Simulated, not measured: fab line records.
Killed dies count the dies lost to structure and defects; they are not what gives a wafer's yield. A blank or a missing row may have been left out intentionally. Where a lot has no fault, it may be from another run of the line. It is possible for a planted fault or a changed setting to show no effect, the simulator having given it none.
Chamber matching    flow n5-finfet    4 sister chambers for N5_BEOL_M7_ETCH_72 on rie-diel-06
The step etches underlayer in N2/H2, target depth 6.5 nm, time 5.2 s. 14 wafers are shown with their chamber, then 7 later ones without.

== WAFERS PAIRED WITH THEIR CHAMBERS ==
wafer   chamber  showerhead-plenum-p-Torr (Torr)  drypump-motor-current-A (A)  throttle-valve-pct (%)
L108.1  3        2.52                             5.4                          18.14
L108.2  0        2.49                             5.2                          17.59
L108.4  2        2.42                             6.4                          17.64
L109.2  0        2.49                             5.1                          17.64
L109.5  0        2.49                             5.2                          17.60
L109.6  1        2.62                             5.6                          18.25
L110.1  1        2.62                             5.6                          18.27
L110.4  3        2.52                             5.4                          18.14
L110.6  0        2.49                             5.2                          17.61
L115.3  1        2.61                             5.6                          18.32
L115.4  0        2.48                             5.2                          17.63
L115.5  0        2.48                             5.2                          17.62
L122.2  2        2.41                             6.5                          17.69
L122.3  3        2.51                             5.5                          18.19

SIGNATURES (averages over the wafers above)
reading                   chamber 0  chamber 1  chamber 2  chamber 3  scatter within a chamber
showerhead-plenum-p-Torr  2.4867     2.6167     2.4150     2.5167     0.00563
drypump-motor-current-A   5.183      5.600      6.450      5.433      0.0447
throttle-valve-pct        17.6150    18.2800    17.6650    18.1567    0.027
Rule: a wafer lies at a distance from a chamber equal to the root of the sum of squares, over the readings, of (its reading less the chamber's mean, divided by the reading's scatter). The wafer belongs to the nearest chamber; if the next one is less than 2 further off, it can't be placed. The scatter: take each reading less its chamber's mean, square it, sum over the shown wafers, divide by the number of wafers less the number of chambers, and take the root.

== WAFERS MISSING THEIR CHAMBER ==
wafer   showerhead-plenum-p-Torr (Torr)  drypump-motor-current-A (A)  throttle-valve-pct (%)
L122.6  2.61                             5.6                          18.36
L126.1  2.41                             6.5                          17.69
L126.2  2.51                             5.4                          18.22
L126.3  2.47                             5.2                          17.65
L127.4  2.41                             6.4                          17.70
L127.5  2.51                             5.5                          18.22
L127.6  2.47                             5.2                          17.67

== WHICH CHAMBER EACH ONE RAN IN ==
wafer   from the rows above  in truth
L122.6  1                    1
L126.1  2                    2
L126.2  3                    3
L126.3  0                    0
L127.4  2                    2
L127.5  3                    3
L127.6  0                    0
Correct placement for 7 of the 7. Not placeable from these rows: 0. 0 placed wrongly.
